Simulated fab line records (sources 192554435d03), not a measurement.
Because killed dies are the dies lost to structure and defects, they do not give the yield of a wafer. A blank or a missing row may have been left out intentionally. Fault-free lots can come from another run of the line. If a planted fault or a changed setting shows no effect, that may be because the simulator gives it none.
fab line records	flow n5Finfet
record lots=5	wafers=15	lastDay=19
route steps=1938 shown BEOL_M0_SAQP@679 BEOL_M0_CUTY@701
lots that met no fault: from a run of the same line without faults
startH: the number of hours between the record's first day and the start of the first shown wafer of the lot	waitH: hours since the lot's step before	" the same as in the row above	L1.1+2: one row covering several wafers at once	- either no value or no given start	* or withheld: withheld	< > ~ a bound
route shown NAME@n: names a module that has steps shown in the file, with the first one's number in the route	usual: average and standard deviation across the fault-free wafers	same: alike in all rows	chamber/n: place in a boat	sites: readings site by site	_std_site: the standard deviation of these	_edge_site: outer sites' mean less inner sites'	radiusMm: for every site, how far away it sits from the centre of the wafer	mask NAME#n: copy n	behind: the last tool/chamber to shape the wafer	hold: what put the lot on hold/how long, in hours/how the hold closed	device: names the non-switching transistor (n, p or np)	end of line: tests of these same wafers at the route's end	a step with no rows: only its recipe	killed: count of dies lost to structure and defects at first sort (not the wafer's yield)	map: per-die view of a wafer (x killed, . not killed, _ where there is no die)
set.NAME: the run value of the setting; set.NAME@STEP: its run value at that earlier step	model.NAME: the simulator's own value behind a step, which no gauge read
lots at some steps of the route; a table a step, a row a wafer
services: the hour from which a tool's chamber was out of use, counted from the record's first day as startH (under 0 if before that day), plus the number of hours and why
## steps
# step N5_BEOL_M0_SAQP_CD_MEAS_29
# recipe targetCdNm=14.4	landingEnergyEv=1000	detector=seInlens
# usual cdNm=15.04/0.25
lot.wafer	tool	chamber	startH	waitH	cdNm
L077.2	cdSem-01	0	129.30	0.1	15.31
L077.3	"	0	"	"	14.79
L077.4	"	0	"	"	15.42
L078.2	cdSem-03	0	135.28	0.1	14.94
L078.3	"	0	"	"	14.74
L078.6	"	0	"	"	15.09
L079.4	cdSem-01	0	141.22	0.0	15.08
L079.5	"	0	"	"	14.71
L079.6	"	0	"	"	14.90
L093.3	cdSem-02	0	227.46	0.1	14.87
L093.4	"	0	"	"	14.86
L093.5	"	0	"	"	14.95
L096.3	cdSem-03	0	241.05	0.1	14.98
L096.5	"	0	"	"	14.99
L096.6	"	0	"	"	14.65
# step N5_BEOL_M0_SAQP_COAT_69
# recipe resist=SOC	tempC=250	timeS=60	spinRpm=1500	resistThkNm=90
# usual dispensePressureKPa=48.0/2.7
lot.wafer	tool	chamber	startH	waitH	dispensePressureKPa
L077.2	lithoTrack-04	0	129.34	0.0	44.5
L077.3	"	0	"	"	44.5
L077.4	"	0	"	"	44.5
L078.2	lithoTrack-05	0	135.31	0.0	50.9
L078.3	"	0	"	"	50.9
L078.6	"	0	"	"	50.9
L079.4	lithoTrack-04	0	141.25	0.0	44.6
L079.5	"	0	"	"	44.5
L079.6	"	0	"	"	44.5
L093.3	lithoTrack-04	0	227.49	0.0	44.5
L093.4	"	0	"	"	44.5
L093.5	"	0	"	"	44.5
L096.3	lithoTrack-05	0	241.08	0.0	51.0
L096.5	"	0	"	"	50.9
L096.6	"	0	"	"	51.0
# step N5_BEOL_M0_SAQP_COAT_72
# recipe resist=SiARC	tempC=220	timeS=60	spinRpm=1500	resistThkNm=15
# usual dispensePressureKPa=48.0/2.7
lot.wafer	tool	chamber	startH	waitH	dispensePressureKPa
L077.2	lithoTrack-04	0	-	-	44.5
L077.3	"	0	"	"	44.4
L077.4	"	0	"	"	44.5
L078.2	lithoTrack-05	0	-	-	51.0
L078.3	"	0	"	"	50.9
L078.6	"	0	"	"	50.9
L079.4	lithoTrack-04	0	-	-	44.5
L079.5	"	0	"	"	44.5
L079.6	"	0	"	"	44.5
L093.3	lithoTrack-04	0	-	-	44.5
L093.4	"	0	"	"	44.5
L093.5	"	0	"	"	44.5
L096.3	lithoTrack-05	0	-	-	50.9
L096.5	"	0	"	"	51.0
L096.6	"	0	"	"	51.0
# step N5_BEOL_M0_SAQP_COAT_87
# recipe resist=underlayer	tempC=205	timeS=60	spinRpm=1500	resistThkNm=5
# usual dispensePressureKPa=48.0/2.6
lot.wafer	tool	chamber	startH	waitH	dispensePressureKPa
L077.2	lithoTrack-04	0	-	-	44.5
L077.3	"	0	"	"	44.6
L077.4	"	0	"	"	44.6
L078.2	lithoTrack-05	0	-	-	51.0
L078.3	"	0	"	"	51.0
L078.6	"	0	"	"	51.0
L079.4	lithoTrack-04	0	-	-	44.5
L079.5	"	0	"	"	44.6
L079.6	"	0	"	"	44.5
L093.3	lithoTrack-04	0	-	-	44.5
L093.4	"	0	"	"	44.5
L093.5	"	0	"	"	44.5
L096.3	lithoTrack-05	0	-	-	50.9
L096.5	"	0	"	"	51.0
L096.6	"	0	"	"	50.9
# step N5_BEOL_M0_SAQP_COAT_34
# recipe resist=CAR-EUV	spinRpm=1500	resistThkNm=30
# usual dispensePressureKPa=48.0/2.7
lot.wafer	tool	chamber	startH	waitH	dispensePressureKPa
L077.2	lithoTrack-04	0	-	-	44.5
L077.3	"	0	"	"	44.4
L077.4	"	0	"	"	44.5
L078.2	lithoTrack-05	0	-	-	50.9
L078.3	"	0	"	"	51.0
L078.6	"	0	"	"	50.9
L079.4	lithoTrack-04	0	-	-	44.4
L079.5	"	0	"	"	44.5
L079.6	"	0	"	"	44.5
L093.3	lithoTrack-04	0	-	-	44.5
L093.4	"	0	"	"	44.5
L093.5	"	0	"	"	44.5
L096.3	lithoTrack-05	0	-	-	51.0
L096.5	"	0	"	"	51.0
L096.6	"	0	"	"	51.0
# step N5_BEOL_M0_SAQP_EBR_36
# recipe solvent=PGMEA	ebrWidthMm=1.5
lot.wafer	tool	chamber	startH	waitH
L077.2+3+4	lithoTrack-04	0	-	-
L078.2+3+6	lithoTrack-05	0	-	-
L079.4+5+6	lithoTrack-04	0	-	-
L093.3+4+5	lithoTrack-04	0	-	-
L096.3+5+6	lithoTrack-05	0	-	-
# step N5_BEOL_M0_SAQP_SOFTBAKE_35
# recipe tempC=110	timeS=60	resist=CAR-EUV
lot.wafer	tool	chamber	startH	waitH
L077.2+3+4	lithoTrack-04	0	-	-
L078.2+3+6	lithoTrack-05	0	-	-
L079.4+5+6	lithoTrack-04	0	-	-
L093.3+4+5	lithoTrack-04	0	-	-
L096.3+5+6	lithoTrack-05	0	-	-
# step N5_BEOL_M0_SAQP_EXPOSE_37
# recipe maskId=M0_CUT1	na=0.33	sourceShape=annular	sigmaInner=0.35	sigmaOuter=0.8	polarization=unpolarized	targetCdNm=30	doseMj=44.75
lot.wafer	tool	chamber	startH	waitH	mask
L077.2+3+4	euvScanner-01	0	129.61	-	M0_CUT1#0
L078.2+3+6	euvScanner-02	0	135.58	-	M0_CUT1#0
L079.4+5+6	euvScanner-02	0	141.41	-	M0_CUT1#0
L093.3+4+5	euvScanner-01	0	227.64	-	M0_CUT1#0
L096.3+5+6	euvScanner-01	0	241.23	-	M0_CUT1#0
# step N5_BEOL_M0_SAQP_PEB_38
# recipe pebTempC=100	pebTimeS=60	resist=CAR-EUV
lot.wafer	tool	chamber	startH	waitH
L077.2+3+4	lithoTrack-05	0	129.67	0.1
L078.2+3+6	lithoTrack-04	0	135.64	0.1
L079.4+5+6	lithoTrack-04	0	141.46	0.0
L093.3+4+5	lithoTrack-01	0	227.70	0.0
L096.3+5+6	lithoTrack-05	0	241.29	0.0
# step N5_BEOL_M0_SAQP_DEVELOP_39
# recipe developTimeS=30	developer=TMAH	resist=CAR-EUV	rinseLiquid=surfactantRinse	dry=airSpin	devTempC=23
lot.wafer	tool	chamber	startH	waitH
L077.2+3+4	lithoTrack-05	0	-	-
L078.2+3+6	lithoTrack-04	0	-	-
L079.4+5+6	lithoTrack-04	0	-	-
L093.3+4+5	lithoTrack-01	0	-	-
L096.3+5+6	lithoTrack-05	0	-	-
# step N5_BEOL_M0_SAQP_CD_MEAS_40
# recipe targetCdNm=30	landingEnergyEv=500	detector=seInlens
# usual cdNm=30.01/0.26
lot.wafer	tool	chamber	startH	waitH	cdNm
L077.2	cdSem-01	0	129.73	-	29.99
L077.3	"	0	"	"	29.92
L077.4	"	0	"	"	29.55
L078.2	cdSem-03	0	135.71	-	30.06
L078.3	"	0	"	"	30.11
L078.6	"	0	"	"	30.19
L079.4	cdSem-03	0	141.52	-	30.10
L079.5	"	0	"	"	29.72
L079.6	"	0	"	"	29.87
L093.3	cdSem-03	0	227.76	-	30.14
L093.4	"	0	"	"	30.11
L093.5	"	0	"	"	30.33
L096.3	cdSem-02	0	241.35	-	29.31
L096.5	"	0	"	"	30.02
L096.6	"	0	"	"	30.27
# step N5_BEOL_M0_SAQP_OVL_MEAS_41
# recipe pointsPerWafer=522
# usual M0_CUT1_OVL=0.0/0.76
lot.wafer	tool	chamber	startH	waitH	M0_CUT1_OVL[nm]
L077.2	overlay-01	0	129.77	0.0	0.1
L077.3	"	0	"	"	-0.8
L077.4	"	0	"	"	-0.4
L078.2	overlay-02	0	135.74	0.0	1.1
L078.3	"	0	"	"	-0.6
L078.6	"	0	"	"	0.3
L079.4	overlay-02	0	141.57	0.0	0.4
L079.5	"	0	"	"	0.6
L079.6	"	0	"	"	0.7
L093.3	overlay-01	0	227.80	0.0	-0.5
L093.4	"	0	"	"	-0.6
L093.5	"	0	"	"	-0.1
L096.3	overlay-01	0	241.39	0.0	-0.6
L096.5	"	0	"	"	0.7
L096.6	"	0	"	"	-0.8
# step N5_BEOL_M0_SAQP_INSPECT_42
# recipe mode=adi	inspectInstrument=brightfield
# usual rawDefectCount=289/79
lot.wafer	tool	chamber	startH	waitH	rawDefectCount
L077.2	defectInspect-01	-	129.82	0.0	213
L077.3	"	-	"	"	524
L077.4	"	-	"	"	214
L078.2	defectInspect-01	-	135.80	0.0	240
L078.3	"	-	"	"	323
L078.6	"	-	"	"	264
L079.4	defectInspect-02	-	141.61	0.0	583
L079.5	"	-	"	"	456
L079.6	"	-	"	"	404
L093.3	defectInspect-01	-	227.85	0.0	320
L093.4	"	-	"	"	339
L093.5	"	-	"	"	334
L096.3	defectInspect-01	-	241.44	0.0	224
L096.5	"	-	"	"	229
L096.6	"	-	"	"	379
# step N5_BEOL_M0_SAQP_DESCUM_45
# recipe chemistry=O2	timeS=7	sourcePowerW=50	biasPowerW=20	pressureMtorr=20	rfFrequencyHz=2.712e+07	tempC=40	resist=CAR-EUV	o2FlowSccm=225
# usual drypumpMotorCurrentA=5.6/0.46	oesProductAu=0.76/0.091	rfVppV=243.3/1.4	showerheadPlenumPTorr=2.11/0.072	throttleValvePct=20.30/0.19
lot.wafer	tool	chamber	startH	waitH	drypumpMotorCurrentA	oesProductAu	rfHoursCounterH	rfVppV	showerheadPlenumPTorr	throttleValvePct
L077.2	rieDiel-05	1	129.92	0.1	5.4	0.89	35	245.6	2.21	20.02
L077.3	"	3	"	"	5.0	0.71	207	243.7	2.16	20.37
L077.4	"	2	"	"	5.6	0.67	230	241.8	2.00	20.56
L078.2	rieDiel-05	0	135.83	0.0	5.6	0.71	238	241.2	2.08	20.74
L078.3	"	2	"	"	5.6	0.67	232	239.7	2.00	20.55
L078.6	"	2	"	"	5.6	0.66	-	241.1	2.00	20.58
L079.4	rieDiel-03	2	141.64	0.0	5.6	0.69	222	243.6	2.14	20.20
L079.5	"	1	"	"	6.4	0.68	-	243.6	2.05	20.25
L079.6	"	2	"	"	5.6	0.69	-	243.4	2.14	20.19
L093.3	rieDiel-02	2	227.88	0.0	5.5	0.73	200	244.5	2.17	20.32
L093.4	"	1	"	"	6.4	0.75	140	242.2	2.01	20.59
L093.5	"	3	"	"	6.0	0.71	-	240.6	1.99	20.42
L096.3	rieDiel-05	3	241.50	0.1	5.0	0.69	242	243.1	2.15	20.42
L096.5	"	1	"	"	5.4	0.84	-	245.1	2.20	20.09
L096.6	"	2	"	"	5.6	1.02	-	245.2	2.26	20.32
# step N5_BEOL_M0_SAQP_ETCH_88
# recipe chemistry=N2/H2	target=underlayer	targetDepthA=65	timeS=5.2	ionEnergyEv=200	maskMaterial=CAR-EUV	pressureMtorr=30	sourceW=840	biasW=150	n2FlowSccm=200	h2FlowSccm=200	ends=cleared
# usual drypumpMotorCurrentA=5.6/0.47	etchRfOnTimeS=5.20/0.14	oesProductAu=0.65/0.078	rfVppV=524.5/2.9	showerheadPlenumPTorr=2.56/0.095	throttleValvePct=17.69/0.15
lot.wafer	tool	chamber	startH	waitH	drypumpMotorCurrentA	etchRfOnTimeS	oesProductAu	rfHoursCounterH	rfVppV	showerheadPlenumPTorr	throttleValvePct
L077.2	rieDiel-05	1	129.95	0.0	5.4	4.95	0.78	35	528.8	2.70	17.46
L077.3	"	3	"	"	5.0	5.24	0.59	207	525.0	2.60	17.63
L077.4	"	2	"	"	5.6	5.13	0.58	230	517.9	2.39	17.78
L078.2	rieDiel-05	0	135.86	0.0	5.6	5.15	0.61	238	525.3	2.51	18.04
L078.3	"	2	"	"	5.6	5.16	0.57	232	519.5	2.39	17.84
L078.6	"	2	"	"	5.6	5.16	0.58	-	521.6	2.39	17.83
L079.4	rieDiel-03	2	141.68	0.0	5.7	5.39	0.57	222	524.2	2.62	17.80
L079.5	"	1	"	"	6.4	5.11	0.59	-	523.4	2.49	17.71
L079.6	"	2	"	"	5.7	5.36	0.57	-	525.0	2.62	17.81
L093.3	rieDiel-02	2	227.92	0.0	5.5	5.36	0.61	200	525.7	2.63	17.80
L093.4	"	1	"	"	6.4	5.26	0.65	140	518.8	2.43	17.83
L093.5	"	3	"	"	6.0	5.34	0.61	-	522.3	2.40	17.68
L096.3	rieDiel-05	3	241.54	0.0	5.0	5.31	0.57	242	526.4	2.58	17.71
L096.5	"	1	"	"	5.5	5.02	0.72	-	528.5	2.68	17.50
L096.6	"	2	"	"	5.6	4.98	0.87	-	531.6	2.70	17.47
# step N5_BEOL_M0_SAQP_ETCH_73
# recipe chemistry=CF4	target=SiARC	targetDepthA=195	maskMaterial=CAR-EUV	timeS=32.5	ionEnergyEv=80	pressureMtorr=40	sourceW=545	biasW=36	Ar_flow_sccm=100	cf4FlowSccm=100	ends=cleared
# usual drypumpMotorCurrentA=5.6/0.46	etchRfOnTimeS=32.6/0.77	oesProductAu=0.65/0.078	rfVppV=184.2/1.3	showerheadPlenumPTorr=2.16/0.068	throttleValvePct=15.54/0.19
lot.wafer	tool	chamber	startH	waitH	drypumpMotorCurrentA	etchRfOnTimeS	oesProductAu	rfHoursCounterH	rfVppV	showerheadPlenumPTorr	throttleValvePct
L077.2	rieDiel-05	1	129.97	0.0	5.4	31.4	0.77	35	186.9	2.27	15.32
L077.3	"	3	"	"	5.0	33.1	0.59	207	185.0	2.20	15.61
L077.4	"	2	"	"	5.6	32.6	0.57	230	181.6	2.04	15.75
L078.2	rieDiel-05	0	135.88	0.0	5.6	32.3	0.60	238	184.2	2.11	15.89
L078.3	"	2	"	"	5.6	32.6	0.57	232	183.6	2.04	15.75
L078.6	"	2	"	"	5.6	32.5	0.57	-	183.0	2.04	15.75
L079.4	rieDiel-03	2	141.69	0.0	5.6	33.8	0.58	222	184.4	2.18	15.51
L079.5	"	1	"	"	6.3	32.2	0.59	-	183.3	2.11	15.55
L079.6	"	2	"	"	5.6	33.8	0.58	-	183.8	2.18	15.51
L093.3	rieDiel-02	2	227.94	0.0	5.6	33.8	0.61	200	184.9	2.19	15.45
L093.4	"	1	"	"	6.4	33.2	0.64	140	182.6	2.08	15.81
L093.5	"	3	"	"	6.0	33.6	0.61	-	181.4	2.06	15.76
L096.3	rieDiel-05	3	241.56	0.0	4.9	33.1	0.58	242	183.7	2.19	15.68
L096.5	"	1	"	"	5.4	31.4	0.73	-	185.3	2.26	15.38
L096.6	"	2	"	"	5.6	31.2	0.87	-	184.9	2.28	15.34
# step N5_BEOL_M0_SAQP_CUT_ETCH_46
# recipe chemistry=N2/H2	target=SOC	targetDepthA=1350	overetchA=270	tempC=40	timeS=202.5	ionEnergyEv=200	maskMaterial=SiARC	pressureMtorr=30	sourceW=840	biasW=150	n2FlowSccm=200	h2FlowSccm=200
# usual drypumpMotorCurrentA=5.6/0.47	rfVppV=524.4/2.6	showerheadPlenumPTorr=2.56/0.095	throttleValvePct=17.65/0.15
lot.wafer	tool	chamber	startH	waitH	drypumpMotorCurrentA	rfHoursCounterH	rfVppV	showerheadPlenumPTorr	throttleValvePct
L077.2	rieDiel-05	1	130.00	0.0	5.5	35	528.6	2.70	17.36
L077.3	"	3	"	"	5.0	207	525.4	2.60	17.59
L077.4	"	2	"	"	5.6	230	519.6	2.39	17.78
L078.2	rieDiel-05	0	135.91	0.0	5.6	238	521.6	2.51	17.99
L078.3	"	2	"	"	5.6	232	520.9	2.39	17.79
L078.6	"	2	"	"	5.6	-	519.7	2.39	17.77
L079.4	rieDiel-03	2	141.73	0.0	5.7	222	525.8	2.62	17.77
L079.5	"	1	"	"	6.4	-	523.4	2.49	17.65
L079.6	"	2	"	"	5.7	-	524.1	2.62	17.77
L093.3	rieDiel-02	2	227.97	0.0	5.6	200	525.7	2.63	17.72
L093.4	"	1	"	"	6.4	140	521.8	2.43	17.83
L093.5	"	3	"	"	6.0	-	522.0	2.40	17.63
L096.3	rieDiel-05	3	241.59	0.0	5.0	242	526.9	2.58	17.66
L096.5	"	1	"	"	5.4	-	527.8	2.68	17.46
L096.6	"	2	"	"	5.6	-	529.8	2.70	17.45
# step N5_BEOL_M0_SAQP_STRIP_74
# recipe chemistry=N2/H2	tempC=40	n2FlowSccm=200	h2FlowSccm=200	rfFrequencyHz=6e+07
lot.wafer	tool	chamber	startH	waitH
L077.2+3+4	rieDiel-05	1,3,2	130.16	0.1
L078.2+3+6	rieDiel-05	0,2,2	136.07	0.1
L079.4+5+6	rieDiel-03	2,1,2	141.88	0.1
L093.3+4+5	rieDiel-02	2,1,3	228.12	0.1
L096.3+5+6	rieDiel-05	3,1,2	241.74	0.1
# step N5_BEOL_M0_SAQP_STRIP_89
# recipe chemistry=N2/H2	tempC=40	n2FlowSccm=200	h2FlowSccm=200	rfFrequencyHz=6e+07
lot.wafer	tool	chamber	startH	waitH
L077.2+3+4	rieDiel-05	1,3,2	130.17	0.0
L078.2+3+6	rieDiel-05	0,2,2	136.08	0.0
L079.4+5+6	rieDiel-03	2,1,2	141.89	0.0
L093.3+4+5	rieDiel-02	2,1,3	228.13	0.0
L096.3+5+6	rieDiel-05	3,1,2	241.75	0.0
# step N5_BEOL_M0_SAQP_ALD_48
# recipe material=SiO2	targetThkA=200	tempC=100	aldPrecursorFamily=BDEAS	aldCoReactant=O2-plasma	pulseTimeS=1	coReactantPulseTimeS=1	purgeTimeS=2	coReactantPurgeTimeS=2	aldCycles=139	pressureTorr=2
# usual heaterPowerW=76/4	precursorPulseHeightRel=1.004/0.02
lot.wafer	tool	chamber	startH	waitH	heaterPowerW	precursorPulseHeightRel
L077.2	aldSin-01	3	130.20	0.0	77	0.991
L077.3	"	2	"	"	77	1.021
L077.4	"	0	"	"	71	1.015
L078.2	aldSin-02	0	136.11	0.0	70	0.994
L078.3	"	3	"	"	77	0.965
L078.6	"	3	"	"	77	0.992
L079.4	aldSin-02	1	141.93	0.0	75	0.979
L079.5	"	0	"	"	70	1.022
L079.6	"	1	"	"	73	0.964
L093.3	aldSin-03	3	228.41	0.3	76	0.962
L093.4	"	0	"	"	83	1.011
L093.5	"	1	"	"	79	0.969
L096.3	aldSin-03	1	241.79	0.0	80	1.000
L096.5	"	0	"	"	84	1.000
L096.6	"	1	"	"	80	1.015
# step N5_BEOL_M0_SAQP_ETCH_49
# recipe chemistry=CF4/O2	targetDepthA=370	target=SiO2	pressureMtorr=40	sourceW=535	biasW=49	Ar_flow_sccm=100	cf4FlowSccm=100	O2_flow_sccm=10	ionEnergyEv=100
# usual drypumpMotorCurrentA=5.5/0.48	oesProductAu=0.76/0.091	rfVppV=244/3.3	showerheadPlenumPTorr=2.22/0.066	throttleValvePct=15.78/0.17
lot.wafer	tool	chamber	startH	waitH	drypumpMotorCurrentA	oesProductAu	rfHoursCounterH	rfVppV	showerheadPlenumPTorr	throttleValvePct
L077.2	rieDiel-03	3	130.72	0.3	5.1	0.87	38	250	2.25	15.60
L077.3	"	0	"	"	5.1	0.73	182	248	2.27	15.83
L077.4	"	1	"	"	6.4	0.68	243	240	2.17	15.78
L078.2	rieDiel-03	2	136.64	0.3	5.6	0.68	221	243	2.25	15.75
L078.3	"	1	"	"	6.4	0.68	245	240	2.17	15.77
L078.6	"	1	"	"	6.4	0.68	-	240	2.17	15.77
L079.4	rieDiel-02	2	142.63	0.5	5.6	0.74	172	244	2.27	15.65
L079.5	"	2	"	"	5.6	0.74	-	244	2.27	15.65
L079.6	"	1	"	"	6.4	0.79	-	243	2.14	15.99
L093.3	rieDiel-05	0	228.94	0.3	5.6	0.97	8	238	2.16	15.67
L093.4	"	0	"	"	5.6	0.97	-	239	2.16	15.68
L093.5	"	3	"	"	4.9	0.69	-	249	2.26	15.89
L096.3	rieDiel-02	1	242.44	0.4	6.5	0.75	143	243	2.14	16.05
L096.5	"	1	"	"	6.4	0.76	-	242	2.14	16.05
L096.6	"	3	"	"	6.0	0.72	-	241	2.12	16.01
# step N5_BEOL_M0_SAQP_STRIP_75
# recipe chemistry=CF4	resist=SiARC	powerW=300	biasPowerW=75	pressureMtorr=50	cf4FlowSccm=150	rfFrequencyHz=6e+07
# usual drypumpMotorCurrentA=5.5/0.48	oesProductAu=0.176/0.02	rfVppV=271.7/1.6	showerheadPlenumPTorr=1.81/0.051	throttleValvePct=13.53/0.19
lot.wafer	tool	chamber	startH	waitH	drypumpMotorCurrentA	oesProductAu	rfHoursCounterH	rfVppV	showerheadPlenumPTorr	throttleValvePct
L077.2	rieDiel-03	3	130.82	0.1	5.2	0.198	38	272.3	1.82	13.25
L077.3	"	0	"	"	5.1	0.163	182	272.4	1.86	13.62
L077.4	"	1	"	"	6.4	0.161	243	271.4	1.76	13.56
L078.2	rieDiel-03	2	136.74	0.1	5.6	0.162	221	273.5	1.83	13.53
L078.3	"	1	"	"	6.4	0.157	245	272.0	1.76	13.56
L078.6	"	1	"	"	6.4	0.160	-	270.1	1.76	13.56
L079.4	rieDiel-02	2	142.73	0.1	5.6	0.168	172	272.5	1.85	13.45
L079.5	"	2	"	"	5.6	0.167	-	272.5	1.85	13.44
L079.6	"	1	"	"	6.4	0.183	-	271.3	1.75	13.72
L093.3	rieDiel-05	0	229.04	0.1	5.6	0.219	8	270.7	1.76	13.39
L093.4	"	0	"	"	5.6	0.218	-	269.5	1.76	13.37
L093.5	"	3	"	"	4.9	0.154	-	272.1	1.83	13.67
L096.3	rieDiel-02	1	242.54	0.1	6.4	0.171	144	269.8	1.74	13.79
L096.5	"	1	"	"	6.4	0.169	-	269.0	1.74	13.77
L096.6	"	3	"	"	6.0	0.172	-	271.0	1.73	13.79
# step N5_BEOL_M0_CUTY_COAT_50
# recipe resist=SiARC	tempC=220	timeS=60	spinRpm=1500	resistThkNm=15
# usual dispensePressureKPa=48/3.8
lot.wafer	tool	chamber	startH	waitH	dispensePressureKPa
L077.2	lithoTrack-02	0	130.87	0.0	47
L077.3	"	0	"	"	47
L077.4	"	0	"	"	47
L078.2	lithoTrack-04	0	136.79	0.0	44
L078.3	"	0	"	"	44
L078.6	"	0	"	"	44
L079.4	lithoTrack-03	0	142.78	0.0	54
L079.5	"	0	"	"	54
L079.6	"	0	"	"	54
L093.3	lithoTrack-03	0	229.08	0.0	54
L093.4	"	0	"	"	54
L093.5	"	0	"	"	54
L096.3	lithoTrack-02	0	242.59	0.0	47
L096.5	"	0	"	"	47
L096.6	"	0	"	"	47
# step N5_BEOL_M0_CUTY_COAT_51
# recipe resist=CAR-ArF-block	spinRpm=1500	resistThkNm=150
# usual dispensePressureKPa=48/3.8
lot.wafer	tool	chamber	startH	waitH	dispensePressureKPa
L077.2	lithoTrack-02	0	-	-	47
L077.3	"	0	"	"	47
L077.4	"	0	"	"	47
L078.2	lithoTrack-04	0	-	-	44
L078.3	"	0	"	"	44
L078.6	"	0	"	"	45
L079.4	lithoTrack-03	0	-	-	54
L079.5	"	0	"	"	54
L079.6	"	0	"	"	54
L093.3	lithoTrack-03	0	-	-	54
L093.4	"	0	"	"	54
L093.5	"	0	"	"	54
L096.3	lithoTrack-02	0	-	-	47
L096.5	"	0	"	"	47
L096.6	"	0	"	"	47
# step N5_BEOL_M0_CUTY_EBR_52
# recipe solvent=PGMEA	ebrWidthMm=1.5
lot.wafer	tool	chamber	startH	waitH
L077.2+3+4	lithoTrack-02	0	-	-
L078.2+3+6	lithoTrack-04	0	-	-
L079.4+5+6	lithoTrack-03	0	-	-
L093.3+4+5	lithoTrack-03	0	-	-
L096.3+5+6	lithoTrack-02	0	-	-
# step N5_BEOL_M0_CUTY_SOFTBAKE_53
# recipe tempC=110	timeS=60	resist=CAR-ArF-block
lot.wafer	tool	chamber	startH	waitH
L077.2+3+4	lithoTrack-02	0	-	-
L078.2+3+6	lithoTrack-04	0	-	-
L079.4+5+6	lithoTrack-03	0	-	-
L093.3+4+5	lithoTrack-03	0	-	-
L096.3+5+6	lithoTrack-02	0	-	-
# step N5_BEOL_M0_CUTY_EXPOSE_54
# recipe maskId=M0_ABLK	na=1.35	sourceShape=conventional	sigmaOuter=0.8	polarization=unpolarized	doseMj=36
# usual stageVelMmS=500.05/0.2
lot.wafer	tool	chamber	startH	waitH	mask	stageVelMmS
L077.2	arfiScanner-03	0	131.10	-	M0_ABLK#0	499.69
L077.3	"	0	"	"	M0_ABLK#0	500.20
L077.4	"	0	"	"	M0_ABLK#0	499.86
L078.2	arfiScanner-01	0	137.02	-	M0_ABLK#0	500.09
L078.3	"	0	"	"	M0_ABLK#0	499.78
L078.6	"	0	"	"	M0_ABLK#0	499.91
L079.4	arfiScanner-01	0	142.89	-	M0_ABLK#0	499.98
L079.5	"	0	"	"	M0_ABLK#0	500.29
L079.6	"	0	"	"	M0_ABLK#0	499.97
L093.3	arfiScanner-02	0	229.32	-	M0_ABLK#0	500.16
L093.4	"	0	"	"	M0_ABLK#0	500.21
L093.5	"	0	"	"	M0_ABLK#0	500.08
L096.3	arfiScanner-02	0	242.82	-	M0_ABLK#0	499.93
L096.5	"	0	"	"	M0_ABLK#0	499.63
L096.6	"	0	"	"	M0_ABLK#0	499.71
# step N5_BEOL_M0_CUTY_PEB_55
# recipe pebTempC=110	pebTimeS=60	resist=CAR-ArF-block
lot.wafer	tool	chamber	startH	waitH
L077.2+3+4	lithoTrack-03	0	131.15	0.0
L078.2+3+6	lithoTrack-04	0	137.07	0.0
L079.4+5+6	lithoTrack-04	0	142.94	0.0
L093.3+4+5	lithoTrack-03	0	229.37	0.0
L096.3+5+6	lithoTrack-02	0	242.87	0.0
# step N5_BEOL_M0_CUTY_DEVELOP_56
# recipe developTimeS=30	developer=TMAH	resist=CAR-ArF-block	rinseLiquid=diw	dry=airSpin	devTempC=23
lot.wafer	tool	chamber	startH	waitH
L077.2+3+4	lithoTrack-03	0	-	-
L078.2+3+6	lithoTrack-04	0	-	-
L079.4+5+6	lithoTrack-04	0	-	-
L093.3+4+5	lithoTrack-03	0	-	-
L096.3+5+6	lithoTrack-02	0	-	-
# step N5_BEOL_M0_CUTY_CD_MEAS_57
# recipe targetCdNm=200	landingEnergyEv=500	detector=seInlens	polarity=line
# usual cdNm=199.4/0.95
lot.wafer	tool	chamber	startH	waitH	cdNm
L077.2	cdSem-03	0	131.22	-	201.0
L077.3	"	0	"	"	199.2
L077.4	"	0	"	"	199.7
L078.2	cdSem-02	0	137.14	-	197.8
L078.3	"	0	"	"	198.7
L078.6	"	0	"	"	198.8
L079.4	cdSem-02	0	143.00	-	198.7
L079.5	"	0	"	"	198.0
L079.6	"	0	"	"	198.7
L093.3	cdSem-01	0	229.43	-	200.6
L093.4	"	0	"	"	199.3
L093.5	"	0	"	"	200.5
L096.3	cdSem-02	0	242.94	-	199.9
L096.5	"	0	"	"	199.1
L096.6	"	0	"	"	199.9
# step N5_BEOL_M0_CUTY_OVL_MEAS_58
# recipe pointsPerWafer=44
# usual M0_ABLK_OVL=-0.5/0.92
lot.wafer	tool	chamber	startH	waitH	M0_ABLK_OVL[nm]
L077.2	overlay-01	0	131.25	0.0	-0.4
L077.3	"	0	"	"	-0.2
L077.4	"	0	"	"	0.4
L078.2	overlay-01	0	137.17	0.0	-0.9
L078.3	"	0	"	"	-0.1
L078.6	"	0	"	"	-1.1
L079.4	overlay-01	0	143.03	0.0	-0.5
L079.5	"	0	"	"	-1.4
L079.6	"	0	"	"	-0.3
L093.3	overlay-01	0	229.46	0.0	-0.6
L093.4	"	0	"	"	0.9
L093.5	"	0	"	"	-0.4
L096.3	overlay-02	0	242.97	0.0	-1.0
L096.5	"	0	"	"	0.0
L096.6	"	0	"	"	0.4
## services
tool	chamber	startH	hours	kind
rieDiel-03	-	107.77	2.8	pm
arfiScanner-02	-	108.43	1.0	pm
euvScanner-02	-	119.95	2.0	repair
euvScanner-01	-	121.90	1.0	pm
rieDiel-02	1	125.47	2.9	repair
arfiScanner-01	-	126.72	1.0	pm
aldSin-03	-	140.53	6.0	pm
euvScanner-02	-	142.16	1.0	pm
arfiScanner-02	-	147.48	1.6	repair
rieDiel-05	-	154.02	2.8	pm
rieDiel-02	1	154.53	9.8	repair
aldSin-02	-	157.48	6.1	pm
rieDiel-05	3	171.94	12.6	repair
arfiScanner-02	-	173.25	0.6	repair
euvScanner-01	-	176.29	1.0	pm
aldSin-03	-	176.75	14.0	pm
arfiScanner-01	-	180.01	0.8	pm
arfiScanner-01	-	183.38	6.0	pm
euvScanner-01	-	184.89	4.6	pm
euvScanner-02	-	198.28	1.0	pm
rieDiel-03	0	202.03	2.2	repair
rieDiel-02	1	229.90	7.5	repair
euvScanner-01	-	232.44	1.0	pm
rieDiel-03	-	240.30	14.6	pm
## key
fault none
